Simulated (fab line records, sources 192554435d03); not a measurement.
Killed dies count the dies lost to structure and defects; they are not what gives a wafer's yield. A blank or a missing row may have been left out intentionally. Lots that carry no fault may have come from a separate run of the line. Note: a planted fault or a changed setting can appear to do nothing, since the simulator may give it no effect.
Matching of chambers / flow n5-finfet / N5_BEOL_M10_ALD_74 on ald-metal-01: 4 sister chambers
The step deposits TaN, target thk 2 nm, pulse time 2 s, purge time 3 s. 16 wafers are shown with their chamber, then 8 later ones without.

## EACH WAFER AND ITS CHAMBER
wafer=L074.2; chamber=3; heater-power-w (W)=403
wafer=L074.4; chamber=1; heater-power-w (W)=439
wafer=L074.5; chamber=0; heater-power-w (W)=399
wafer=L077.2; chamber=1; heater-power-w (W)=444
wafer=L077.3; chamber=0; heater-power-w (W)=388
wafer=L077.4; chamber=3; heater-power-w (W)=410
wafer=L080.1; chamber=0; heater-power-w (W)=383
wafer=L080.2; chamber=2; heater-power-w (W)=442
wafer=L080.6; chamber=0; heater-power-w (W)=389
wafer=L083.1; chamber=1; heater-power-w (W)=451
wafer=L083.2; chamber=2; heater-power-w (W)=443
wafer=L083.3; chamber=0; heater-power-w (W)=386
wafer=L088.2; chamber=3; heater-power-w (W)=407
wafer=L088.3; chamber=2; heater-power-w (W)=442
wafer=L088.6; chamber=2; heater-power-w (W)=443
wafer=L087.1; chamber=0; heater-power-w (W)=396

SIGNATURES (averages over the wafers above)
reading=heater-power-w; chamber 0=390.17; chamber 1=444.67; chamber 2=442.50; chamber 3=406.67; scatter within a chamber=4.87
Rule: a wafer's distance from a chamber is the root of the sum, over the readings, of the square of ((its reading less the chamber's mean) divided by the reading's scatter). The wafer belongs to the nearest chamber; if the next one is less than 2 further off, it can't be placed. The scatter is the square root of a quotient: the sum, over the shown wafers, of each reading's squared deviation from its chamber's mean, divided by wafers minus chambers.

## WAFERS MISSING THEIR CHAMBER
wafer=L087.3; heater-power-w (W)=404
wafer=L087.5; heater-power-w (W)=397
wafer=L093.1; heater-power-w (W)=389
wafer=L093.4; heater-power-w (W)=429
wafer=L093.5; heater-power-w (W)=392
wafer=L096.4; heater-power-w (W)=404
wafer=L096.5; heater-power-w (W)=437
wafer=L096.6; heater-power-w (W)=396

## THE CHAMBER EACH PASSED THROUGH
wafer=L087.3; from the rows above=3; in truth=3
wafer=L087.5; from the rows above=can't be placed: 0 or 3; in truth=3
wafer=L093.1; from the rows above=0; in truth=0
wafer=L093.4; from the rows above=can't be placed: 2 or 1 or 3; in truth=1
wafer=L093.5; from the rows above=0; in truth=0
wafer=L096.4; from the rows above=3; in truth=3
wafer=L096.5; from the rows above=can't be placed: 2 or 1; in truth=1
wafer=L096.6; from the rows above=can't be placed: 0 or 3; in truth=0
4 of 8 placed correctly. Unplaceable from these rows: 4, with the true chamber sitting among the candidates in 4. Placed wrongly: 0.
